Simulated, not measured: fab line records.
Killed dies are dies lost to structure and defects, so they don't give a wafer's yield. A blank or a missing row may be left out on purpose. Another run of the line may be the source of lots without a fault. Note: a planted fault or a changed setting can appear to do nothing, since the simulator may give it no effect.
fab line records | flow n5_finfet
[record] lots = 5 | wafers = 15 | last_day = 19
route steps=1938 shown SD_EPI_P@326 SD_ACTIVATION@330 ILD0@335 PASSIVATION@1936
lots that met no fault: from a run of the same line without faults
start_h: start of the lot's first displayed wafer, in hours after the record's first day | wait_h: how many hours have passed since the lot's step before this one | " repeats the value in the row above | L1.1+2: a row that stands for several wafers | - no value, or no start given | * or withheld: withheld | < > ~ a bound
route shown NAME@n: names a module that has steps shown in the file, with the first one's number in the route | usual: mean and standard deviation over wafers with no fault | same: alike in all rows | chamber/n: place in a boat | sites: per-site readings | _std_site: standard deviation of those values | _edge_site: outer sites' mean less inner sites' | radius_mm: for every site, how far away it sits from the centre of the wafer | mask NAME#n: copy n | behind: the most recent tool/chamber to have shaped the wafer | hold: why the lot went on hold/how many hours it stayed there/how the hold came to an end | device: the n, p or np transistor that did not switch | end of line: the tests these same wafers got at the end of their route | a step given without rows: its recipe and nothing more | killed: not the wafer's yield, but the dies lost to structure and defects at the first sort | map: a wafer's dies, marking killed ones x, the rest . and places with no die _
set.NAME: the run value of the setting; set.NAME@STEP: its run value at that earlier step | model.NAME: the simulator's own value behind a step, which no gauge read
lots at some steps of the route; a table a step, a row a wafer
services: when a tool's chamber went out of use (start_h, in hours from the record's first day, below 0 if earlier), for how many hours, and the reason
[[steps]]
[step N5_SD_EPI_P_PRECLEAN_32]
[recipe] chemistry = dHF | time_s = 10 | dilution = 500:1 | temp_c = 25
[step N5_SD_EPI_P_PRECLEAN_33]
[recipe] chemistry = SC2 | time_s = 45 | temp_c = 35 | mix = 1:1:50
[step N5_SD_EPI_P_SRD_25]
[recipe] time_s = 30 | temp_c = 23 | rinse_liquid = diw | dry = ipa_marangoni
[step N5_SD_EPI_P_INSPECT_26]
[recipe] inspect_instrument = darkfield | mode = post_epi
[usual] raw_defect_count = 170/33
lot.wafer | tool              | chamber | start_h | wait_h | raw_defect_count
L903.1    | defect_inspect-01 | -       | 77.12   | 0.0    | 125
L903.4    | "                 | -       | "       | "      | 163
L903.6    | "                 | -       | "       | "      | 154
L906.1    | defect_inspect-01 | -       | 92.87   | 0.0    | 172
L906.2    | "                 | -       | "       | "      | 194
L906.6    | "                 | -       | "       | "      | 179
L913.1    | defect_inspect-01 | -       | 135.59  | 0.0    | 176
L913.5    | "                 | -       | "       | "      | 125
L913.6    | "                 | -       | "       | "      | 165
L920.1    | defect_inspect-01 | -       | 180.58  | 0.0    | 163
L920.5    | "                 | -       | "       | "      | 206
L920.6    | "                 | -       | "       | "      | 173
L923.1    | defect_inspect-02 | -       | 195.11  | 0.0    | 126
L923.3    | "                 | -       | "       | "      | 161
L923.5    | "                 | -       | "       | "      | 113
[step N5_SD_ACTIVATION_RTA_00]
[recipe] temp_c = 975 | time_s = 0 | ambient = N2 | idle_temp_c = 600 | ramp_up_c_per_s = 150 | ramp_down_c_per_s = 60 | cool_to_c = 600
[usual] lamp_power_pct = 8.96/0.057 | lamp_zone_4_pct = 8.947/0.029 | wafer_temp_C_max = 974.7/1.9
lot.wafer | tool          | chamber | start_h | wait_h | lamp_power_pct | lamp_zone_4_pct | wafer_temp_C_max
L903.1    | rtp_anneal-01 | 0       | 77.15   | 0.0    | 8.95           | 8.973           | 978.2
L903.4    | "             | 0       | "       | "      | 8.92           | 8.965           | 975.1
L903.6    | "             | 0       | "       | "      | 8.93           | 8.970           | 979.3
L906.1    | rtp_anneal-02 | 0       | 92.89   | 0.0    | 8.94           | 8.970           | 974.6
L906.2    | "             | 0       | "       | "      | 8.92           | 8.918           | 976.4
L906.6    | "             | 0       | "       | "      | 8.89           | 8.938           | 974.4
L913.1    | rtp_anneal-02 | 0       | 135.62  | 0.0    | 8.94           | 8.965           | 974.8
L913.5    | "             | 0       | "       | "      | 8.90           | 8.908           | 971.9
L913.6    | "             | 0       | "       | "      | 8.95           | 8.872           | 974.3
L920.1    | rtp_anneal-02 | 0       | 180.61  | 0.0    | 9.03           | 9.002           | 974.6
L920.5    | "             | 0       | "       | "      | 8.93           | 8.929           | 976.3
L920.6    | "             | 0       | "       | "      | 9.04           | 8.924           | 973.7
L923.1    | rtp_anneal-01 | 0       | 195.14  | 0.0    | 8.90           | 8.874           | 976.6
L923.3    | "             | 0       | "       | "      | 9.09           | 8.939           | 974.6
L923.5    | "             | 0       | "       | "      | 8.93           | 8.949           | 974.8
[step N5_SD_ACTIVATION_LSA_01]
[recipe] temp_c = 1080 | time_s = 0.0008 | ambient = N2
[usual] wafer_temp_C_max = 1084.5/1.1
lot.wafer | tool            | chamber | start_h | wait_h | wafer_temp_C_max
L903.1    | laser_anneal-02 | 0       | 77.35   | 0.2    | 1085.0
L903.4    | "               | 0       | "       | "      | 1082.7
L903.6    | "               | 0       | "       | "      | 1084.1
L906.1    | laser_anneal-02 | 0       | 93.09   | 0.2    | 1084.6
L906.2    | "               | 0       | "       | "      | 1085.0
L906.6    | "               | 0       | "       | "      | 1083.1
L913.1    | laser_anneal-02 | 0       | 135.82  | 0.2    | 1085.2
L913.5    | "               | 0       | "       | "      | 1082.3
L913.6    | "               | 0       | "       | "      | 1083.0
L920.1    | laser_anneal-02 | 0       | 180.81  | 0.2    | 1083.3
L920.5    | "               | 0       | "       | "      | 1084.5
L920.6    | "               | 0       | "       | "      | 1084.2
L923.1    | laser_anneal-01 | 0       | 195.34  | 0.2    | 1085.0
L923.3    | "               | 0       | "       | "      | 1083.6
L923.5    | "               | 0       | "       | "      | 1086.1
[step N5_SD_ACTIVATION_INSPECT_02]
[recipe] inspect_instrument = darkfield | mode = post_anneal
[usual] raw_defect_count = 172/33
lot.wafer | tool              | chamber | start_h | wait_h | raw_defect_count
L903.1    | defect_inspect-01 | -       | 77.88   | 0.2    | 122
L903.4    | "                 | -       | "       | "      | 186
L903.6    | "                 | -       | "       | "      | 150
L906.1    | defect_inspect-01 | -       | 93.62   | 0.2    | 164
L906.2    | "                 | -       | "       | "      | 203
L906.6    | "                 | -       | "       | "      | 170
L913.1    | defect_inspect-01 | -       | 136.34  | 0.2    | 173
L913.5    | "                 | -       | "       | "      | 136
L913.6    | "                 | -       | "       | "      | 174
L920.1    | defect_inspect-01 | -       | 181.33  | 0.2    | 163
L920.5    | "                 | -       | "       | "      | 185
L920.6    | "                 | -       | "       | "      | 180
L923.1    | defect_inspect-02 | -       | 195.87  | 0.2    | 125
L923.3    | "                 | -       | "       | "      | 168
L923.5    | "                 | -       | "       | "      | 102
[step N5_ILD0_LINER_00]
[recipe] material = SiNx | target_thk_a = 40 | temp_c = 400 | ald_precursor_family = SiH2I2 | ald_co_reactant = N2/H2-plasma | pulse_time_s = 1 | purge_time_s = 2 | co_reactant_purge_time_s = 2 | ald_cycles = 80 | pressure_torr = 2
[usual] chamber_pressure_Torr = 2.000/0.004 | heater_power_w = 825/58 | precursor_pulse_height_rel = 1.001/0.02
[same] purge_time_s = 2
lot.wafer | tool       | chamber | start_h | wait_h | chamber_pressure_Torr | heater_power_w | precursor_pulse_height_rel
L903.1    | ald_sin-03 | 2       | 77.91   | 0.0    | 2.011                 | 896            | 0.970
L903.4    | "          | 3       | "       | "      | 1.998                 | 828            | 0.997
L903.6    | "          | 2       | "       | "      | 2.003                 | 867            | 1.029
L906.1    | ald_sin-01 | 1       | 95.08   | 1.5    | 2.000                 | 726            | 0.962
L906.2    | "          | 0       | "       | "      | 2.002                 | 848            | 0.981
L906.6    | "          | 1       | "       | "      | 1.999                 | 724            | 1.000
L913.1    | ald_sin-01 | 1       | 136.78  | 0.4    | 1.996                 | 707            | 0.954
L913.5    | "          | 2       | "       | "      | 1.999                 | 835            | 0.963
L913.6    | "          | 1       | "       | "      | 1.997                 | 740            | 0.981
L920.1    | ald_sin-03 | 1       | 181.49  | 0.2    | 1.998                 | 818            | 1.009
L920.5    | "          | 2       | "       | "      | 1.997                 | 876            | 1.025
L920.6    | "          | 1       | "       | "      | 2.004                 | 825            | 1.009
L923.1    | ald_sin-02 | 1       | 195.90  | 0.0    | 2.004                 | 914            | 0.966
L923.3    | "          | 3       | "       | "      | 1.995                 | 934            | 1.016
L923.5    | "          | 3       | "       | "      | 1.999                 | 932            | 0.983
[step N5_ILD0_FCVD_FILL_01]
[recipe] material = SiO2_flowable | target_thk_a = 2000 | temp_c = 100 | pressure_torr = 0.8 | rf_w = 2000 | time_s = 328.3
[step N5_ILD0_CURE_02]
[recipe] temp_c = 450 | time_s = 1800 | ambient = steam | idle_temp_c = 400 | ramp_up_c_per_min = 5 | ramp_down_c_per_min = 3 | densification_p_h2o_torr = 640
[step N5_ILD0_CMP_03]
[recipe] stop_on = SiNx | t_overpolish_s = 1.9 | post_cmp_clean = alkaline_brush | down_force_psi = 4.1491 | platen_rpm = 51.796 | pad_velocity_m_s = 1.0306 | target_thk_nm = 197.38
[usual] motor_current_A = 11.6/1.3 | overpolish_run_s = 1.901/0.0088 | platen_rpm = 51.80/0.032 | time_to_endpoint_s = 71/4.2
lot.wafer | tool   | chamber | start_h | wait_h | motor_current_A | overpolish_run_s | platen_rpm | time_to_endpoint_s
L903.1    | cmp-03 | 0       | 80.35   | 0.1    | 11.8            | 1.899            | 51.84      | 76
L903.4    | "      | 1       | "       | "      | 12.7            | 1.892            | 51.82      | 73
L903.6    | "      | 3       | "       | "      | 11.1            | 1.899            | 51.78      | 76
L906.2    | cmp-04 | 0       | 97.45   | 0.0    | 11.2            | 1.900            | 51.83      | 71
L906.1    | "      | 3       | "       | "      | 9.9             | 1.902            | 51.80      | 73
L906.6    | "      | 1       | "       | "      | 10.6            | 1.886            | 51.76      | 69
L913.1    | cmp-03 | 2       | 139.27  | 0.2    | 12.5            | 1.897            | 49.69      | 64
L913.6    | "      | 3       | "       | "      | 10.8            | 1.910            | 51.80      | 70
L913.5    | "      | 0       | "       | "      | 11.6            | 1.902            | 51.81      | 74
L920.1    | cmp-02 | 3       | 183.97  | 0.1    | 13.1            | 1.895            | 51.79      | 68
L920.5    | "      | 0       | "       | "      | 12.2            | 1.892            | 51.81      | 72
L920.6    | "      | 1       | "       | "      | 10.9            | 1.904            | 51.81      | 67
L923.1    | cmp-02 | 1       | 198.36  | 0.1    | 10.1            | 1.901            | 51.77      | 70
L923.3    | "      | 2       | "       | "      | 9.4             | 1.908            | 51.83      | 71
L923.5    | "      | 3       | "       | "      | 13.4            | 1.920            | 51.79      | 73
[step N5_ILD0_THK_MEAS_04]
[usual] thk_nm = 197.7/1.2
lot.wafer | tool          | chamber | start_h | wait_h | thk_nm
L903.1    | film_metro-01 | -       | 80.57   | -      | 200.5
L903.4    | "             | -       | "       | "      | 198.4
L903.6    | "             | -       | "       | "      | 198.9
L906.1    | film_metro-01 | -       | 97.74   | -      | 197.6
L906.2    | "             | -       | "       | "      | 197.9
L906.6    | "             | -       | "       | "      | 195.9
L913.1    | film_metro-01 | -       | 139.45  | -      | 198.8
L913.5    | "             | -       | "       | "      | 199.0
L913.6    | "             | -       | "       | "      | 197.9
L920.1    | film_metro-02 | -       | 184.15  | -      | 199.3
L920.5    | "             | -       | "       | "      | 196.8
L920.6    | "             | -       | "       | "      | 195.6
L923.1    | film_metro-02 | -       | 198.57  | -      | 196.3
L923.3    | "             | -       | "       | "      | 197.2
L923.5    | "             | -       | "       | "      | 196.2
[step N5_PASSIVATION_PROBE_49]
[usual] killed_at_M0_to_M3 = 33/11 | killed_at_M4_up = 15/6.2 | killed_at_contacts = 13/6.5 | killed_at_front_end = 38/11 | killed_at_other = 3.4/2.6 | killed_dies = 102/17 | killed_open = 67/12 | killed_short = 34/7.9
[same] gross_dies = 1180 | killed_at_back_side = 0
lot.wafer | tool      | chamber | start_h | wait_h | killed_at_M0_to_M3 | killed_at_M4_up | killed_at_contacts | killed_at_front_end | killed_at_other | killed_dies | killed_open | killed_short
L903.1    | prober-02 | -       | 294.95  | 0.0    | 26                 | 11              | 33                 | 24                  | 0               | 94          | 69          | 24
L903.4    | prober-02 | -       | 295.10  | 0.2    | 36                 | 12              | 20                 | 62                  | 5               | 135         | 89          | 42
L903.6    | prober-02 | -       | 295.20  | 0.3    | 27                 | 16              | 17                 | 36                  | 6               | 102         | 61          | 36
L906.1    | prober-01 | -       | 346.02  | 0.0    | 34                 | 12              | 18                 | 48                  | 0               | 112         | 69          | 39
L906.2    | prober-01 | -       | 346.07  | 0.1    | 40                 | 12              | 6                  | 43                  | 8               | 109         | 73          | 35
L906.6    | prober-01 | -       | 346.27  | 0.3    | 29                 | 10              | 15                 | 30                  | 5               | 89          | 62          | 27
L913.1    | prober-02 | -       | 388.84  | 0.0    | 39                 | 11              | 6                  | 19                  | 4               | 79          | 52          | 25
L913.5    | prober-02 | -       | 389.04  | 0.2    | 17                 | 9               | 13                 | 24                  | 5               | 68          | 43          | 25
L913.6    | prober-02 | -       | 389.09  | 0.3    | 20                 | 13              | 10                 | 23                  | 3               | 69          | 45          | 23
L920.1    | prober-02 | -       | 434.76  | 0.7    | 21                 | 15              | 16                 | 22                  | 5               | 79          | 52          | 26
L920.5    | prober-02 | -       | 434.96  | 0.9    | 23                 | 7               | 19                 | 22                  | 4               | 75          | 47          | 24
L920.6    | prober-02 | -       | 435.01  | 1.0    | 25                 | 9               | 21                 | 48                  | 8               | 111         | 80          | 30
L923.1    | prober-01 | -       | 449.93  | 0.0    | 33                 | 12              | 14                 | 43                  | 7               | 109         | 65          | 43
L923.3    | prober-01 | -       | 450.03  | 0.1    | 57                 | 14              | 3                  | 38                  | 5               | 117         | 70          | 47
L923.5    | prober-01 | -       | 450.13  | 0.2    | 28                 | 17              | 8                  | 42                  | 8               | 103         | 65          | 38
// killed by level:class
L903.1 MOL_CONTACT_COAG:geometric_particle:open=26 MOL_CONTACT_COAG:geometric_particle:short=7 BEOL_M3:geometric_particle:open=6 STI_FIN_REVEAL:geometric_particle:open=5 BEOL_M0_SAQP:geometric_particle:short=5 BEOL_M2:geometric_particle:open=5 FIN_SAQP:geometric_particle:open=3 DUMMY_GATE:geometric_particle:open=3
L903.4 STI_FIN_REVEAL:geometric_particle:open=16 MOL_CONTACT_COAG:geometric_particle:open=16 FIN_SAQP:geometric_particle:open=13 FIN_SAQP:geometric_particle:short=10 BEOL_M0_SAQP:geometric_particle:short=10 BEOL_M0_SAQP:geometric_particle:open=9 BEOL_M1:geometric_particle:open=7 DUMMY_GATE:geometric_particle:open=5
L903.6 MOL_CONTACT_COAG:geometric_particle:open=12 BEOL_M2:geometric_particle:open=10 FIN_SAQP:geometric_particle:open=5 STI_FIN_REVEAL:geometric_particle:open=5 MOL_CONTACT_COAG:geometric_particle:short=5 BEOL_M4:geometric_particle:short=5 FIN_SAQP:geometric_particle:short=4 STI_FIN_REVEAL:geometric_particle:short=4
L906.1 MOL_CONTACT_COAG:geometric_particle:open=13 STI_FIN_REVEAL:geometric_particle:open=12 BEOL_M2:geometric_particle:open=10 FIN_SAQP:geometric_particle:open=8 BEOL_M0_SAQP:geometric_particle:short=6 GATE_CUT:geometric_particle:short=5 MOL_CONTACT_COAG:geometric_particle:short=5 BEOL_M2:geometric_particle:short=5
L906.2 STI_FIN_REVEAL:geometric_particle:open=13 BEOL_M0_SAQP:geometric_particle:short=10 BEOL_M2:geometric_particle:open=10 FIN_SAQP:geometric_particle:open=9 BEOL_M1:geometric_particle:open=7 BEOL_M4:geometric_particle:open=6 FIN_SAQP:geometric_particle:short=4 GATE_CUT:geometric_particle:open=4
L906.6 MOL_CONTACT_COAG:geometric_particle:open=12 BEOL_M2:geometric_particle:open=11 STI_FIN_REVEAL:geometric_particle:open=5 DUMMY_GATE:geometric_particle:open=5 GATE_CUT:geometric_particle:short=5 FIN_SAQP:geometric_particle:open=4 BEOL_M0_SAQP:geometric_particle:short=4 BEOL_M1:geometric_particle:open=4
L913.1 BEOL_M1:geometric_particle:open=11 BEOL_M2:geometric_particle:open=8 FIN_SAQP:geometric_particle:open=5 BEOL_M0_SAQP:geometric_particle:open=5 BEOL_M0_SAQP:geometric_particle:short=5 BEOL_M3:geometric_particle:short=4 STI_FIN_REVEAL:geometric_particle:open=3 MOL_CONTACT_COAG:geometric_particle:short=3
L913.5 FIN_SAQP:geometric_particle:open=8 MOL_CONTACT_COAG:geometric_particle:open=8 MOL_CONTACT_COAG:geometric_particle:short=5 BEOL_M5:geometric_particle:short=5 BEOL_M0_SAQP:geometric_particle:open=4 STARTING-WAFER:geometric_particle:open=4 BEOL_M0_SAQP:geometric_particle:short=3 BEOL_M1:geometric_particle:open=3
L913.6 MOL_CONTACT_COAG:geometric_particle:open=7 FIN_SAQP:geometric_particle:open=4 BEOL_M1:geometric_particle:open=4 BEOL_M6:geometric_particle:open=4 STARTING-WAFER:geometric_particle:short=4 STARTING-WAFER:geometric_particle:open=4 GATE_CUT:geometric_particle:short=3 MOL_CONTACT_COAG:geometric_particle:short=3
L920.1 MOL_CONTACT_COAG:geometric_particle:open=13 BEOL_M3:geometric_particle:open=5 STI_FIN_REVEAL:geometric_particle:open=4 BEOL_M1:geometric_particle:open=4 BEOL_M1:geometric_particle:short=4 MOL_CONTACT_COAG:geometric_particle:short=3 BEOL_M0:geometric_particle:open=3 BEOL_M4:geometric_particle:open=3
L920.5 MOL_CONTACT_COAG:geometric_particle:open=13 MOL_CONTACT_COAG:geometric_particle:short=6 BEOL_M2:geometric_particle:open=5 BEOL_M0:geometric_particle:open=4 BEOL_M0_SAQP:geometric_particle:open=4 ZERO_LAYER:coat_microbubble_printed=4 STI_FIN_REVEAL:geometric_particle:open=3 DUMMY_GATE:geometric_particle:open=3
L920.6 STI_FIN_REVEAL:geometric_particle:open=18 MOL_CONTACT_COAG:geometric_particle:open=14 MOL_CONTACT_COAG:geometric_particle:short=7 BEOL_M0_SAQP:geometric_particle:open=6 DUMMY_GATE:geometric_particle:open=5 BEOL_M2:geometric_particle:open=5 STI_FIN_REVEAL:geometric_particle:short=4 GATE_CUT:geometric_particle:open=4
L923.1 FIN_SAQP:geometric_particle:short=15 MOL_CONTACT_COAG:geometric_particle:open=12 BEOL_M2:geometric_particle:open=8 GATE_CUT:geometric_particle:short=6 BEOL_M0_SAQP:geometric_particle:open=6 BEOL_M1:geometric_particle:open=6 FIN_SAQP:geometric_particle:open=5 BEOL_M3:geometric_particle:open=4
L923.3 BEOL_M0_SAQP:geometric_particle:open=13 FIN_SAQP:geometric_particle:short=12 BEOL_M0_SAQP:geometric_particle:short=10 BEOL_M2:geometric_particle:open=8 BEOL_M4:geometric_particle:open=6 DUMMY_GATE:geometric_particle:open=6 BEOL_M1:geometric_particle:open=6 BEOL_M3:geometric_particle:open=6
L923.5 FIN_SAQP:geometric_particle:short=12 BEOL_M4:geometric_particle:open=8 MOL_CONTACT_COAG:geometric_particle:open=7 STI_FIN_REVEAL:geometric_particle:open=6 GATE_CUT:geometric_particle:short=5 BEOL_M2:geometric_particle:open=5 FIN_SAQP:geometric_particle:open=4 GATE_CUT:geometric_particle:open=4
[[services]]
tool            | chamber | start_h | hours | kind
cmp-02          | -       | 55.45   | 2.1   | repair
laser_anneal-01 | -       | 66.29   | 42.4  | repair
cmp-02          | -       | 84.45   | 4.4   | repair
ald_sin-02      | -       | 85.25   | 14.0  | pm
ald_sin-02      | 0       | 85.25   | 14.0  | vent_cycle
ald_sin-02      | 1       | 85.25   | 14.0  | vent_cycle
cmp-03          | -       | 93.65   | 5.6   | pm
laser_anneal-02 | -       | 95.87   | 26.3  | repair
ald_sin-03      | -       | 96.05   | 0.8   | pm
ald_sin-01      | -       | 121.04  | 14.6  | pm
laser_anneal-02 | -       | 146.15  | 6.1   | pm
ald_sin-02      | 3       | 159.26  | 1.7   | repair
cmp-04          | -       | 160.49  | 4.0   | pm
ald_sin-01      | -       | 177.59  | 14.0  | pm
ald_sin-01      | 0       | 177.59  | 14.0  | vent_cycle
ald_sin-01      | 1       | 177.59  | 14.0  | vent_cycle
ald_sin-01      | 2       | 177.59  | 14.0  | vent_cycle
ald_sin-01      | 3       | 177.59  | 14.0  | vent_cycle
laser_anneal-02 | -       | 189.04  | 1.0   | repair
ald_sin-01      | 0       | 191.59  | -     | clean
ald_sin-01      | 1       | 191.59  | -     | clean
ald_sin-01      | 2       | 191.59  | -     | clean
ald_sin-01      | 3       | 191.59  | -     | clean
ald_sin-03      | -       | 197.62  | 0.7   | repair
[[key]]
[first_sign] step = N5_ILD0_CMP_03 | reading = platen_rpm | direction = down | sigmas = 65 | usual = 51.80 | struck = 49.69
effect none on later readings
met_at N5_ILD0_CMP_03
struck_wafers L913.1
tester_left_out L913
[fault] kind = process_parameter_drift | tool = cmp-03 | chamber = 2 | onset_h = 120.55 | steps = N5_ILD0_CMP_03 | channel = platen_rpm | offset = -2.0718 | shape = step | end_h = 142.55 | acts_in = these_recipes_only | stated = 51.796
// tester_left_out: of these lots the tester's yield and bins aren't shown, on N5 and GAA mostly nor the transistor test; their killed dies are dies lost to structure and defects alone, not to doping, threshold or leakage, so they don't give the yield
